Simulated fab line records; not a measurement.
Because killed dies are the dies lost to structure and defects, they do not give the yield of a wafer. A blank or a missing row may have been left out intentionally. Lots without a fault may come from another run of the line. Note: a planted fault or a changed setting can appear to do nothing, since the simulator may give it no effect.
fab line records / flow n5_finfet / part 2 of 2: steps 5 to 6 of 6
record: lots: 21 wafers: 63 last_day: 20
route steps=1938 shown GATE_CUT@470 MOL_CONTACT_COAG@538
lots that met no fault: from a run of the same line without faults
start_h: start of the lot's first displayed wafer, in hours after the record's first day / wait_h: hours from the lot's prior step to this one / " same as the row above / L1.1+2: a row that stands for several wafers / - value missing, or start not given / * or withheld: withheld / < > ~ a bound
route shown NAME@n: a module of which the file shows steps, and the number in the route of the first / usual: the fault-free wafers' mean and standard deviation / same: alike in all rows / chamber/n: place in a boat / sites: per-site readings / _std_site: standard deviation of those values / _edge_site: mean of outer sites minus mean of inner sites / radius_mm: how far each site lies from the wafer's centre / mask NAME#n: copy n / behind: the last tool/chamber to shape the wafer / hold: what put the lot on hold/how long, in hours/how the hold closed / device: whichever transistor did not switch (one of n, p or np) / end of line: the route-end tests of the same wafers / where a step has no rows: the recipe by itself / killed: count of dies lost to structure and defects at first sort (not the wafer's yield) / map: dies across one wafer; x = killed, . = not, _ = none there
set.NAME: setting as actually run; set.NAME@STEP: the setting as run at that earlier step / model.NAME: the simulator's own value behind a step, which no gauge read
steps of the route over a sample of lots; a table a step, a row a wafer
services: from which hour (start_h, from the record's first day; less than 0 if before it) a tool's chamber was out of use, for how many hours, and why
== steps ==
step: N5_MOL_CONTACT_COAG_ETCH_110
recipe: chemistry: CF4/O2 target: Si target_depth_a: 25 time_s: 8 pressure_mtorr: 100 source_w: 200 bias_w: 12 ion_energy_ev: 60 Ar_flow_sccm: 100 cf4_flow_sccm: 100 O2_flow_sccm: 10
usual: cf4_flow_sccm: 99.98/0.29 drypump_motor_current_A: 5.8/0.42 oes_product_au: 0.79/0.056 rf_vpp_V: 127.7/2 showerhead_plenum_p_Torr: 2.26/0.058 throttle_valve_pct: 10.75/0.2
same: time_s: 8
lot.wafer=L074.2 tool=rie_diel-06 chamber=2 start_h=87.57 wait_h=0.0 cf4_flow_sccm=99.98 drypump_motor_current_A=5.1 oes_product_au=0.76 rf_hours_counter_h=147 rf_vpp_V=128.3 showerhead_plenum_p_Torr=2.32 throttle_valve_pct=10.68
lot.wafer=L074.5 tool=rie_diel-06 chamber=1 start_h=87.57 wait_h=0.0 cf4_flow_sccm=100.41 drypump_motor_current_A=5.7 oes_product_au=0.88 rf_hours_counter_h=- rf_vpp_V=128.9 showerhead_plenum_p_Torr=2.26 throttle_valve_pct=10.60
lot.wafer=L074.6 tool=rie_diel-06 chamber=2 start_h=87.57 wait_h=0.0 cf4_flow_sccm=100.17 drypump_motor_current_A=5.1 oes_product_au=0.76 rf_hours_counter_h=- rf_vpp_V=128.0 showerhead_plenum_p_Torr=2.32 throttle_valve_pct=10.67
lot.wafer=L075.2 tool=rie_diel-04 chamber=1 start_h=102.04 wait_h=0.0 cf4_flow_sccm=100.33 drypump_motor_current_A=5.3 oes_product_au=0.83 rf_hours_counter_h=67 rf_vpp_V=124.6 showerhead_plenum_p_Torr=2.24 throttle_valve_pct=10.39
lot.wafer=L075.3 tool=rie_diel-04 chamber=3 start_h=102.04 wait_h=0.0 cf4_flow_sccm=99.68 drypump_motor_current_A=6.5 oes_product_au=0.78 rf_hours_counter_h=157 rf_vpp_V=129.9 showerhead_plenum_p_Torr=2.31 throttle_valve_pct=10.64
lot.wafer=L075.4 tool=rie_diel-04 chamber=0 start_h=102.04 wait_h=0.0 cf4_flow_sccm=100.16 drypump_motor_current_A=6.4 oes_product_au=0.71 rf_hours_counter_h=243 rf_vpp_V=125.8 showerhead_plenum_p_Torr=2.11 throttle_valve_pct=11.14
lot.wafer=L076.1 tool=rie_diel-04 chamber=0 start_h=104.30 wait_h=0.0 cf4_flow_sccm=100.04 drypump_motor_current_A=6.4 oes_product_au=0.71 rf_hours_counter_h=243 rf_vpp_V=124.2 showerhead_plenum_p_Torr=2.11 throttle_valve_pct=11.15
lot.wafer=L076.2 tool=rie_diel-04 chamber=2 start_h=104.30 wait_h=0.0 cf4_flow_sccm=99.86 drypump_motor_current_A=5.4 oes_product_au=0.73 rf_hours_counter_h=175 rf_vpp_V=126.8 showerhead_plenum_p_Torr=2.30 throttle_valve_pct=11.15
lot.wafer=L076.4 tool=rie_diel-04 chamber=1 start_h=104.30 wait_h=0.0 cf4_flow_sccm=100.05 drypump_motor_current_A=5.3 oes_product_au=0.84 rf_hours_counter_h=67 rf_vpp_V=124.4 showerhead_plenum_p_Torr=2.24 throttle_valve_pct=10.38
lot.wafer=L077.1 tool=rie_diel-06 chamber=1 start_h=107.68 wait_h=0.0 cf4_flow_sccm=100.29 drypump_motor_current_A=5.7 oes_product_au=0.86 rf_hours_counter_h=48 rf_vpp_V=130.6 showerhead_plenum_p_Torr=2.26 throttle_valve_pct=10.62
lot.wafer=L077.2 tool=rie_diel-06 chamber=0 start_h=107.68 wait_h=0.0 cf4_flow_sccm=100.20 drypump_motor_current_A=5.9 oes_product_au=0.75 rf_hours_counter_h=165 rf_vpp_V=124.4 showerhead_plenum_p_Torr=2.22 throttle_valve_pct=10.95
lot.wafer=L077.5 tool=rie_diel-06 chamber=2 start_h=107.68 wait_h=0.0 cf4_flow_sccm=99.94 drypump_motor_current_A=5.0 oes_product_au=0.75 rf_hours_counter_h=- rf_vpp_V=128.8 showerhead_plenum_p_Torr=2.32 throttle_valve_pct=10.68
lot.wafer=L078.1 tool=rie_diel-06 chamber=0 start_h=109.46 wait_h=0.0 cf4_flow_sccm=99.75 drypump_motor_current_A=5.9 oes_product_au=0.75 rf_hours_counter_h=166 rf_vpp_V=124.4 showerhead_plenum_p_Torr=2.22 throttle_valve_pct=10.96
lot.wafer=L078.3 tool=rie_diel-06 chamber=2 start_h=109.46 wait_h=0.0 cf4_flow_sccm=100.14 drypump_motor_current_A=5.1 oes_product_au=0.75 rf_hours_counter_h=155 rf_vpp_V=129.3 showerhead_plenum_p_Torr=2.32 throttle_valve_pct=10.69
lot.wafer=L078.5 tool=rie_diel-06 chamber=1 start_h=109.46 wait_h=0.0 cf4_flow_sccm=99.93 drypump_motor_current_A=5.7 oes_product_au=0.88 rf_hours_counter_h=- rf_vpp_V=128.9 showerhead_plenum_p_Torr=2.26 throttle_valve_pct=10.61
lot.wafer=L079.3 tool=rie_diel-04 chamber=0 start_h=120.63 wait_h=0.0 cf4_flow_sccm=100.37 drypump_motor_current_A=6.4 oes_product_au=0.71 rf_hours_counter_h=249 rf_vpp_V=124.7 showerhead_plenum_p_Torr=2.11 throttle_valve_pct=11.17
lot.wafer=L079.5 tool=rie_diel-04 chamber=0 start_h=120.63 wait_h=0.0 cf4_flow_sccm=100.03 drypump_motor_current_A=6.4 oes_product_au=0.71 rf_hours_counter_h=- rf_vpp_V=125.2 showerhead_plenum_p_Torr=2.11 throttle_valve_pct=11.15
lot.wafer=L079.6 tool=rie_diel-04 chamber=3 start_h=120.63 wait_h=0.0 cf4_flow_sccm=99.80 drypump_motor_current_A=6.5 oes_product_au=0.77 rf_hours_counter_h=- rf_vpp_V=129.9 showerhead_plenum_p_Torr=2.31 throttle_valve_pct=10.66
lot.wafer=L080.3 tool=rie_diel-01 chamber=3 start_h=122.94 wait_h=0.0 cf4_flow_sccm=100.09 drypump_motor_current_A=5.6 oes_product_au=0.78 rf_hours_counter_h=119 rf_vpp_V=127.6 showerhead_plenum_p_Torr=2.24 throttle_valve_pct=10.83
lot.wafer=L080.5 tool=rie_diel-01 chamber=1 start_h=122.94 wait_h=0.0 cf4_flow_sccm=99.49 drypump_motor_current_A=5.8 oes_product_au=0.84 rf_hours_counter_h=- rf_vpp_V=126.9 showerhead_plenum_p_Torr=2.25 throttle_valve_pct=10.59
lot.wafer=L080.6 tool=rie_diel-01 chamber=2 start_h=122.94 wait_h=0.0 cf4_flow_sccm=100.03 drypump_motor_current_A=6.2 oes_product_au=0.88 rf_hours_counter_h=- rf_vpp_V=126.1 showerhead_plenum_p_Torr=2.18 throttle_valve_pct=10.68
lot.wafer=L081.1 tool=rie_diel-04 chamber=3 start_h=131.38 wait_h=0.0 cf4_flow_sccm=100.19 drypump_motor_current_A=6.5 oes_product_au=0.76 rf_hours_counter_h=168 rf_vpp_V=131.4 showerhead_plenum_p_Torr=2.31 throttle_valve_pct=10.67
lot.wafer=L081.3 tool=rie_diel-04 chamber=2 start_h=131.38 wait_h=0.0 cf4_flow_sccm=99.76 drypump_motor_current_A=5.4 oes_product_au=0.72 rf_hours_counter_h=185 rf_vpp_V=128.3 showerhead_plenum_p_Torr=2.29 throttle_valve_pct=11.22
lot.wafer=L081.6 tool=rie_diel-04 chamber=3 start_h=131.38 wait_h=0.0 cf4_flow_sccm=100.01 drypump_motor_current_A=6.5 oes_product_au=0.76 rf_hours_counter_h=- rf_vpp_V=128.9 showerhead_plenum_p_Torr=2.31 throttle_valve_pct=10.68
lot.wafer=L082.1 tool=rie_diel-06 chamber=0 start_h=137.91 wait_h=0.0 cf4_flow_sccm=99.57 drypump_motor_current_A=6.0 oes_product_au=0.75 rf_hours_counter_h=175 rf_vpp_V=126.3 showerhead_plenum_p_Torr=2.21 throttle_valve_pct=11.00
lot.wafer=L082.3 tool=rie_diel-06 chamber=2 start_h=137.91 wait_h=0.0 cf4_flow_sccm=99.99 drypump_motor_current_A=5.1 oes_product_au=0.75 rf_hours_counter_h=164 rf_vpp_V=130.9 showerhead_plenum_p_Torr=2.32 throttle_valve_pct=10.70
lot.wafer=L082.4 tool=rie_diel-06 chamber=3 start_h=137.91 wait_h=0.0 cf4_flow_sccm=100.10 drypump_motor_current_A=5.9 oes_product_au=0.78 rf_hours_counter_h=134 rf_vpp_V=127.0 showerhead_plenum_p_Torr=2.23 throttle_valve_pct=10.68
lot.wafer=L085.2 tool=rie_diel-01 chamber=0 start_h=171.25 wait_h=0.0 cf4_flow_sccm=100.19 drypump_motor_current_A=5.7 oes_product_au=0.84 rf_hours_counter_h=68 rf_vpp_V=130.7 showerhead_plenum_p_Torr=2.33 throttle_valve_pct=10.65
lot.wafer=L085.3 tool=rie_diel-01 chamber=2 start_h=171.25 wait_h=0.0 cf4_flow_sccm=100.14 drypump_motor_current_A=6.3 oes_product_au=0.86 rf_hours_counter_h=63 rf_vpp_V=128.4 showerhead_plenum_p_Torr=2.17 throttle_valve_pct=10.73
lot.wafer=L085.6 tool=rie_diel-01 chamber=0 start_h=171.25 wait_h=0.0 cf4_flow_sccm=100.16 drypump_motor_current_A=5.7 oes_product_au=0.84 rf_hours_counter_h=- rf_vpp_V=129.0 showerhead_plenum_p_Torr=2.33 throttle_valve_pct=10.65
lot.wafer=L087.2 tool=rie_diel-01 chamber=1 start_h=174.58 wait_h=0.0 cf4_flow_sccm=99.86 drypump_motor_current_A=5.8 oes_product_au=0.84 rf_hours_counter_h=87 rf_vpp_V=126.7 showerhead_plenum_p_Torr=2.24 throttle_valve_pct=10.65
lot.wafer=L087.3 tool=rie_diel-01 chamber=3 start_h=174.58 wait_h=0.0 cf4_flow_sccm=99.98 drypump_motor_current_A=5.6 oes_product_au=0.78 rf_hours_counter_h=135 rf_vpp_V=128.4 showerhead_plenum_p_Torr=2.23 throttle_valve_pct=10.88
lot.wafer=L087.5 tool=rie_diel-01 chamber=0 start_h=174.58 wait_h=0.0 cf4_flow_sccm=99.83 drypump_motor_current_A=5.7 oes_product_au=0.84 rf_hours_counter_h=- rf_vpp_V=129.8 showerhead_plenum_p_Torr=2.33 throttle_valve_pct=10.67
lot.wafer=L088.2 tool=rie_diel-06 chamber=0 start_h=175.72 wait_h=0.0 cf4_flow_sccm=99.43 drypump_motor_current_A=5.9 oes_product_au=0.73 rf_hours_counter_h=185 rf_vpp_V=123.5 showerhead_plenum_p_Torr=2.21 throttle_valve_pct=11.01
lot.wafer=L088.4 tool=rie_diel-06 chamber=1 start_h=175.72 wait_h=0.0 cf4_flow_sccm=100.00 drypump_motor_current_A=5.7 oes_product_au=0.85 rf_hours_counter_h=68 rf_vpp_V=131.4 showerhead_plenum_p_Torr=2.25 throttle_valve_pct=10.68
lot.wafer=L088.5 tool=rie_diel-06 chamber=1 start_h=175.72 wait_h=0.0 cf4_flow_sccm=100.69 drypump_motor_current_A=5.7 oes_product_au=0.84 rf_hours_counter_h=- rf_vpp_V=130.7 showerhead_plenum_p_Torr=2.25 throttle_valve_pct=10.68
lot.wafer=L089.2 tool=rie_diel-06 chamber=0 start_h=211.81 wait_h=0.0 cf4_flow_sccm=100.06 drypump_motor_current_A=6.0 oes_product_au=0.74 rf_hours_counter_h=189 rf_vpp_V=122.9 showerhead_plenum_p_Torr=2.21 throttle_valve_pct=11.03
lot.wafer=L089.4 tool=rie_diel-06 chamber=3 start_h=211.81 wait_h=0.0 cf4_flow_sccm=100.05 drypump_motor_current_A=5.9 oes_product_au=0.75 rf_hours_counter_h=147 rf_vpp_V=126.2 showerhead_plenum_p_Torr=2.22 throttle_valve_pct=10.72
lot.wafer=L089.5 tool=rie_diel-06 chamber=2 start_h=211.81 wait_h=0.0 cf4_flow_sccm=99.62 drypump_motor_current_A=5.0 oes_product_au=0.74 rf_hours_counter_h=- rf_vpp_V=129.6 showerhead_plenum_p_Torr=2.31 throttle_valve_pct=10.75
lot.wafer=L090.1 tool=rie_diel-01 chamber=0 start_h=212.04 wait_h=0.0 cf4_flow_sccm=100.12 drypump_motor_current_A=5.7 oes_product_au=0.83 rf_hours_counter_h=75 rf_vpp_V=130.3 showerhead_plenum_p_Torr=2.33 throttle_valve_pct=10.67
lot.wafer=L090.4 tool=rie_diel-01 chamber=3 start_h=212.04 wait_h=0.0 cf4_flow_sccm=100.47 drypump_motor_current_A=5.6 oes_product_au=0.76 rf_hours_counter_h=141 rf_vpp_V=127.1 showerhead_plenum_p_Torr=2.23 throttle_valve_pct=10.88
lot.wafer=L090.5 tool=rie_diel-01 chamber=0 start_h=212.04 wait_h=0.0 cf4_flow_sccm=99.81 drypump_motor_current_A=5.8 oes_product_au=0.83 rf_hours_counter_h=- rf_vpp_V=128.5 showerhead_plenum_p_Torr=2.33 throttle_valve_pct=10.68
lot.wafer=L091.1 tool=rie_diel-01 chamber=0 start_h=218.14 wait_h=0.0 cf4_flow_sccm=99.84 drypump_motor_current_A=5.7 oes_product_au=0.83 rf_hours_counter_h=77 rf_vpp_V=130.0 showerhead_plenum_p_Torr=2.33 throttle_valve_pct=10.69
lot.wafer=L091.4 tool=rie_diel-01 chamber=2 start_h=218.14 wait_h=0.0 cf4_flow_sccm=100.41 drypump_motor_current_A=6.2 oes_product_au=0.85 rf_hours_counter_h=71 rf_vpp_V=126.0 showerhead_plenum_p_Torr=2.17 throttle_valve_pct=10.74
lot.wafer=L091.6 tool=rie_diel-01 chamber=0 start_h=218.14 wait_h=0.0 cf4_flow_sccm=99.73 drypump_motor_current_A=5.7 oes_product_au=0.83 rf_hours_counter_h=- rf_vpp_V=129.9 showerhead_plenum_p_Torr=2.33 throttle_valve_pct=10.69
lot.wafer=L092.1 tool=rie_diel-01 chamber=0 start_h=218.86 wait_h=0.0 cf4_flow_sccm=100.07 drypump_motor_current_A=5.8 oes_product_au=0.83 rf_hours_counter_h=77 rf_vpp_V=130.9 showerhead_plenum_p_Torr=2.33 throttle_valve_pct=10.68
lot.wafer=L092.2 tool=rie_diel-01 chamber=1 start_h=218.86 wait_h=0.0 cf4_flow_sccm=99.67 drypump_motor_current_A=5.8 oes_product_au=0.82 rf_hours_counter_h=93 rf_vpp_V=126.2 showerhead_plenum_p_Torr=2.24 throttle_valve_pct=10.66
lot.wafer=L092.5 tool=rie_diel-01 chamber=3 start_h=218.86 wait_h=0.0 cf4_flow_sccm=100.03 drypump_motor_current_A=5.6 oes_product_au=0.77 rf_hours_counter_h=- rf_vpp_V=127.9 showerhead_plenum_p_Torr=2.23 throttle_valve_pct=10.91
lot.wafer=L093.1 tool=rie_diel-04 chamber=2 start_h=219.13 wait_h=0.0 cf4_flow_sccm=100.29 drypump_motor_current_A=5.4 oes_product_au=0.70 rf_hours_counter_h=208 rf_vpp_V=128.4 showerhead_plenum_p_Torr=2.28 throttle_valve_pct=11.28
lot.wafer=L093.3 tool=rie_diel-04 chamber=0 start_h=219.13 wait_h=0.0 cf4_flow_sccm=99.96 drypump_motor_current_A=6.4 oes_product_au=0.92 rf_hours_counter_h=18 rf_vpp_V=127.6 showerhead_plenum_p_Torr=2.36 throttle_valve_pct=10.50
lot.wafer=L093.5 tool=rie_diel-04 chamber=2 start_h=219.13 wait_h=0.0 cf4_flow_sccm=100.03 drypump_motor_current_A=5.5 oes_product_au=0.70 rf_hours_counter_h=- rf_vpp_V=128.8 showerhead_plenum_p_Torr=2.28 throttle_valve_pct=11.26
lot.wafer=L096.1 tool=rie_diel-01 chamber=0 start_h=256.86 wait_h=0.0 cf4_flow_sccm=100.06 drypump_motor_current_A=5.7 oes_product_au=0.81 rf_hours_counter_h=87 rf_vpp_V=129.4 showerhead_plenum_p_Torr=2.33 throttle_valve_pct=10.72
lot.wafer=L096.2 tool=rie_diel-01 chamber=2 start_h=256.86 wait_h=0.0 cf4_flow_sccm=100.08 drypump_motor_current_A=6.3 oes_product_au=0.83 rf_hours_counter_h=82 rf_vpp_V=127.1 showerhead_plenum_p_Torr=2.16 throttle_valve_pct=10.78
lot.wafer=L096.3 tool=rie_diel-01 chamber=1 start_h=256.86 wait_h=0.0 cf4_flow_sccm=99.72 drypump_motor_current_A=5.8 oes_product_au=0.80 rf_hours_counter_h=104 rf_vpp_V=127.2 showerhead_plenum_p_Torr=2.24 throttle_valve_pct=10.69
lot.wafer=L095.1 tool=rie_diel-04 chamber=3 start_h=257.35 wait_h=0.0 cf4_flow_sccm=99.82 drypump_motor_current_A=6.5 oes_product_au=0.73 rf_hours_counter_h=204 rf_vpp_V=128.7 showerhead_plenum_p_Torr=2.29 throttle_valve_pct=10.77
lot.wafer=L095.2 tool=rie_diel-04 chamber=0 start_h=257.35 wait_h=0.0 cf4_flow_sccm=100.06 drypump_motor_current_A=6.4 oes_product_au=0.90 rf_hours_counter_h=30 rf_vpp_V=127.4 showerhead_plenum_p_Torr=2.35 throttle_valve_pct=10.55
lot.wafer=L095.4 tool=rie_diel-04 chamber=2 start_h=257.35 wait_h=0.0 cf4_flow_sccm=99.10 drypump_motor_current_A=5.4 oes_product_au=0.70 rf_hours_counter_h=221 rf_vpp_V=129.6 showerhead_plenum_p_Torr=2.28 throttle_valve_pct=11.29
lot.wafer=L094.1 tool=rie_diel-04 chamber=2 start_h=258.49 wait_h=0.0 cf4_flow_sccm=99.61 drypump_motor_current_A=5.4 oes_product_au=0.69 rf_hours_counter_h=221 rf_vpp_V=128.3 showerhead_plenum_p_Torr=2.28 throttle_valve_pct=11.30
lot.wafer=L094.4 tool=rie_diel-04 chamber=1 start_h=258.49 wait_h=0.0 cf4_flow_sccm=100.20 drypump_motor_current_A=5.3 oes_product_au=0.78 rf_hours_counter_h=111 rf_vpp_V=126.9 showerhead_plenum_p_Torr=2.23 throttle_valve_pct=10.51
lot.wafer=L094.5 tool=rie_diel-04 chamber=3 start_h=258.49 wait_h=0.0 cf4_flow_sccm=100.19 drypump_motor_current_A=6.5 oes_product_au=0.73 rf_hours_counter_h=- rf_vpp_V=129.4 showerhead_plenum_p_Torr=2.29 throttle_valve_pct=10.76
lot.wafer=L097.4 tool=rie_diel-04 chamber=3 start_h=259.14 wait_h=0.0 cf4_flow_sccm=100.36 drypump_motor_current_A=6.5 oes_product_au=0.73 rf_hours_counter_h=204 rf_vpp_V=132.1 showerhead_plenum_p_Torr=2.29 throttle_valve_pct=10.75
lot.wafer=L097.5 tool=rie_diel-04 chamber=3 start_h=259.14 wait_h=0.0 cf4_flow_sccm=100.38 drypump_motor_current_A=6.5 oes_product_au=0.73 rf_hours_counter_h=- rf_vpp_V=130.0 showerhead_plenum_p_Torr=2.29 throttle_valve_pct=10.77
lot.wafer=L097.6 tool=rie_diel-04 chamber=0 start_h=259.14 wait_h=0.0 cf4_flow_sccm=100.46 drypump_motor_current_A=6.4 oes_product_au=0.90 rf_hours_counter_h=- rf_vpp_V=126.7 showerhead_plenum_p_Torr=2.35 throttle_valve_pct=10.54
step: N5_MOL_CONTACT_COAG_TI_SIL_19
recipe: material: Ti target_thk_a: 42 temp_c: 200 chamber_pressure_pa: 5 power_w: 5000 time_s: 15
usual: throttle_valve_pct: 29.5/1
same: time_s: 15
lot.wafer=L074.2 tool=pvd_sputter-01 chamber=- start_h=89.41 wait_h=1.2 throttle_valve_pct=28.2
lot.wafer=L074.5 tool=pvd_sputter-01 chamber=- start_h=89.41 wait_h=1.2 throttle_valve_pct=31.0
lot.wafer=L074.6 tool=pvd_sputter-01 chamber=- start_h=89.41 wait_h=1.2 throttle_valve_pct=28.7
lot.wafer=L075.2 tool=pvd_sputter-02 chamber=- start_h=103.55 wait_h=1.0 throttle_valve_pct=31.2
lot.wafer=L075.3 tool=pvd_sputter-02 chamber=- start_h=103.55 wait_h=1.0 throttle_valve_pct=30.1
lot.wafer=L075.4 tool=pvd_sputter-02 chamber=- start_h=103.55 wait_h=1.0 throttle_valve_pct=29.7
lot.wafer=L076.1 tool=pvd_sputter-01 chamber=- start_h=104.95 wait_h=0.3 throttle_valve_pct=29.1
lot.wafer=L076.2 tool=pvd_sputter-01 chamber=- start_h=104.95 wait_h=0.3 throttle_valve_pct=31.2
lot.wafer=L076.4 tool=pvd_sputter-01 chamber=- start_h=104.95 wait_h=0.3 throttle_valve_pct=28.2
lot.wafer=L077.1 tool=pvd_sputter-01 chamber=- start_h=108.47 wait_h=0.2 throttle_valve_pct=31.0
lot.wafer=L077.2 tool=pvd_sputter-01 chamber=- start_h=108.47 wait_h=0.2 throttle_valve_pct=28.7
lot.wafer=L077.5 tool=pvd_sputter-01 chamber=- start_h=108.47 wait_h=0.2 throttle_valve_pct=30.9
lot.wafer=L078.1 tool=pvd_sputter-02 chamber=- start_h=110.08 wait_h=0.2 throttle_valve_pct=30.2
lot.wafer=L078.3 tool=pvd_sputter-02 chamber=- start_h=110.08 wait_h=0.2 throttle_valve_pct=31.2
lot.wafer=L078.5 tool=pvd_sputter-02 chamber=- start_h=110.08 wait_h=0.2 throttle_valve_pct=29.8
lot.wafer=L079.3 tool=pvd_sputter-03 chamber=- start_h=121.26 wait_h=0.2 throttle_valve_pct=29.3
lot.wafer=L079.5 tool=pvd_sputter-03 chamber=- start_h=121.26 wait_h=0.2 throttle_valve_pct=30.5
lot.wafer=L079.6 tool=pvd_sputter-03 chamber=- start_h=121.26 wait_h=0.2 throttle_valve_pct=29.4
lot.wafer=L080.3 tool=pvd_sputter-03 chamber=- start_h=123.52 wait_h=0.1 throttle_valve_pct=29.3
lot.wafer=L080.5 tool=pvd_sputter-03 chamber=- start_h=123.52 wait_h=0.1 throttle_valve_pct=29.6
lot.wafer=L080.6 tool=pvd_sputter-03 chamber=- start_h=123.52 wait_h=0.1 throttle_valve_pct=30.6
lot.wafer=L081.1 tool=pvd_sputter-01 chamber=- start_h=132.19 wait_h=0.2 throttle_valve_pct=29.9
lot.wafer=L081.3 tool=pvd_sputter-01 chamber=- start_h=132.19 wait_h=0.2 throttle_valve_pct=28.3
lot.wafer=L081.6 tool=pvd_sputter-01 chamber=- start_h=132.19 wait_h=0.2 throttle_valve_pct=29.9
lot.wafer=L082.1 tool=pvd_sputter-03 chamber=- start_h=139.03 wait_h=0.5 throttle_valve_pct=29.2
lot.wafer=L082.3 tool=pvd_sputter-03 chamber=- start_h=139.03 wait_h=0.5 throttle_valve_pct=30.6
lot.wafer=L082.4 tool=pvd_sputter-03 chamber=- start_h=139.03 wait_h=0.5 throttle_valve_pct=27.9
lot.wafer=L085.2 tool=pvd_sputter-01 chamber=- start_h=171.87 wait_h=0.2 throttle_valve_pct=31.2
lot.wafer=L085.3 tool=pvd_sputter-01 chamber=- start_h=171.87 wait_h=0.2 throttle_valve_pct=28.9
lot.wafer=L085.6 tool=pvd_sputter-01 chamber=- start_h=171.87 wait_h=0.2 throttle_valve_pct=30.0
lot.wafer=L088.2 tool=pvd_sputter-01 chamber=- start_h=176.98 wait_h=0.3 throttle_valve_pct=28.6
lot.wafer=L088.4 tool=pvd_sputter-01 chamber=- start_h=176.98 wait_h=0.3 throttle_valve_pct=31.2
lot.wafer=L088.5 tool=pvd_sputter-01 chamber=- start_h=176.98 wait_h=0.3 throttle_valve_pct=28.8
lot.wafer=L087.2 tool=pvd_sputter-01 chamber=- start_h=177.08 wait_h=0.4 throttle_valve_pct=31.4
lot.wafer=L087.3 tool=pvd_sputter-01 chamber=- start_h=177.08 wait_h=0.4 throttle_valve_pct=28.8
lot.wafer=L087.5 tool=pvd_sputter-01 chamber=- start_h=177.08 wait_h=0.4 throttle_valve_pct=29.8
lot.wafer=L089.2 tool=pvd_sputter-01 chamber=- start_h=212.38 wait_h=0.1 throttle_valve_pct=31.3
lot.wafer=L089.4 tool=pvd_sputter-01 chamber=- start_h=212.38 wait_h=0.1 throttle_valve_pct=29.8
lot.wafer=L089.5 tool=pvd_sputter-01 chamber=- start_h=212.38 wait_h=0.1 throttle_valve_pct=28.7
lot.wafer=L090.1 tool=pvd_sputter-02 chamber=- start_h=212.61 wait_h=0.2 throttle_valve_pct=30.2
lot.wafer=L090.4 tool=pvd_sputter-02 chamber=- start_h=212.61 wait_h=0.2 throttle_valve_pct=28.7
lot.wafer=L090.5 tool=pvd_sputter-02 chamber=- start_h=212.61 wait_h=0.2 throttle_valve_pct=28.8
lot.wafer=L091.1 tool=pvd_sputter-03 chamber=- start_h=221.36 wait_h=2.8 throttle_valve_pct=28.3
lot.wafer=L091.4 tool=pvd_sputter-03 chamber=- start_h=221.36 wait_h=2.8 throttle_valve_pct=29.0
lot.wafer=L091.6 tool=pvd_sputter-03 chamber=- start_h=221.36 wait_h=2.8 throttle_valve_pct=29.1
lot.wafer=L093.1 tool=pvd_sputter-03 chamber=- start_h=221.64 wait_h=0.3 throttle_valve_pct=30.7
lot.wafer=L093.3 tool=pvd_sputter-03 chamber=- start_h=221.64 wait_h=0.3 throttle_valve_pct=29.3
lot.wafer=L093.5 tool=pvd_sputter-03 chamber=- start_h=221.64 wait_h=0.3 throttle_valve_pct=30.6
lot.wafer=L092.1 tool=pvd_sputter-01 chamber=- start_h=221.67 wait_h=0.4 throttle_valve_pct=29.8
lot.wafer=L092.2 tool=pvd_sputter-01 chamber=- start_h=221.67 wait_h=0.4 throttle_valve_pct=28.7
lot.wafer=L092.5 tool=pvd_sputter-01 chamber=- start_h=221.67 wait_h=0.4 throttle_valve_pct=28.4
lot.wafer=L096.1 tool=pvd_sputter-03 chamber=- start_h=260.58 wait_h=1.9 throttle_valve_pct=29.4
lot.wafer=L096.2 tool=pvd_sputter-03 chamber=- start_h=260.58 wait_h=1.9 throttle_valve_pct=27.9
lot.wafer=L096.3 tool=pvd_sputter-03 chamber=- start_h=260.58 wait_h=1.9 throttle_valve_pct=30.6
lot.wafer=L095.1 tool=pvd_sputter-01 chamber=- start_h=260.67 wait_h=2.0 throttle_valve_pct=31.3
lot.wafer=L095.2 tool=pvd_sputter-01 chamber=- start_h=260.67 wait_h=2.0 throttle_valve_pct=29.8
lot.wafer=L095.4 tool=pvd_sputter-01 chamber=- start_h=260.67 wait_h=2.0 throttle_valve_pct=28.9
lot.wafer=L094.1 tool=pvd_sputter-03 chamber=- start_h=260.98 wait_h=0.2 throttle_valve_pct=27.6
lot.wafer=L094.4 tool=pvd_sputter-03 chamber=- start_h=260.98 wait_h=0.2 throttle_valve_pct=28.7
lot.wafer=L094.5 tool=pvd_sputter-03 chamber=- start_h=260.98 wait_h=0.2 throttle_valve_pct=30.4
lot.wafer=L097.4 tool=pvd_sputter-03 chamber=- start_h=261.08 wait_h=0.2 throttle_valve_pct=28.9
lot.wafer=L097.5 tool=pvd_sputter-03 chamber=- start_h=261.08 wait_h=0.2 throttle_valve_pct=29.4
lot.wafer=L097.6 tool=pvd_sputter-03 chamber=- start_h=261.08 wait_h=0.2 throttle_valve_pct=29.1
== services ==
tool=pvd_sputter-03 chamber=- start_h=84.06 hours=1.3 kind=repair
tool=rie_metal-01 chamber=1 start_h=87.09 hours=16.1 kind=repair
tool=rie_diel-05 chamber=3 start_h=93.94 hours=21.0 kind=repair
tool=rie_diel-04 chamber=1 start_h=106.06 hours=2.9 kind=repair
tool=rie_diel-02 chamber=1 start_h=107.68 hours=15.5 kind=repair
tool=rie_diel-02 chamber=2 start_h=107.69 hours=2.9 kind=repair
tool=pvd_sputter-01 chamber=- start_h=127.38 hours=0.8 kind=repair
tool=rie_diel-02 chamber=- start_h=151.09 hours=15.6 kind=pm
tool=rie_diel-05 chamber=- start_h=153.22 hours=28.1 kind=pm
tool=rie_diel-01 chamber=0 start_h=161.28 hours=4.4 kind=repair
tool=pvd_sputter-03 chamber=- start_h=188.94 hours=5.9 kind=repair
tool=rie_diel-05 chamber=3 start_h=189.24 hours=1.3 kind=repair
tool=rie_diel-05 chamber=- start_h=207.38 hours=2.6 kind=repair
tool=pvd_sputter-03 chamber=- start_h=211.08 hours=3.7 kind=repair
tool=rie_diel-05 chamber=1 start_h=213.83 hours=14.7 kind=repair
tool=rie_diel-05 chamber=- start_h=217.62 hours=0.7 kind=repair
tool=rie_diel-05 chamber=3 start_h=227.96 hours=6.0 kind=repair
tool=rie_diel-05 chamber=1 start_h=229.85 hours=2.6 kind=repair
tool=rie_diel-02 chamber=- start_h=241.35 hours=2.8 kind=pm
tool=rie_diel-05 chamber=0 start_h=249.90 hours=1.2 kind=repair
tool=rie_diel-02 chamber=3 start_h=250.98 hours=4.4 kind=repair
tool=rie_diel-03 chamber=3 start_h=251.86 hours=6.5 kind=repair
tool=rie_metal-02 chamber=- start_h=254.09 hours=14.6 kind=pm
tool=rie_diel-04 chamber=3 start_h=260.32 hours=20.8 kind=repair
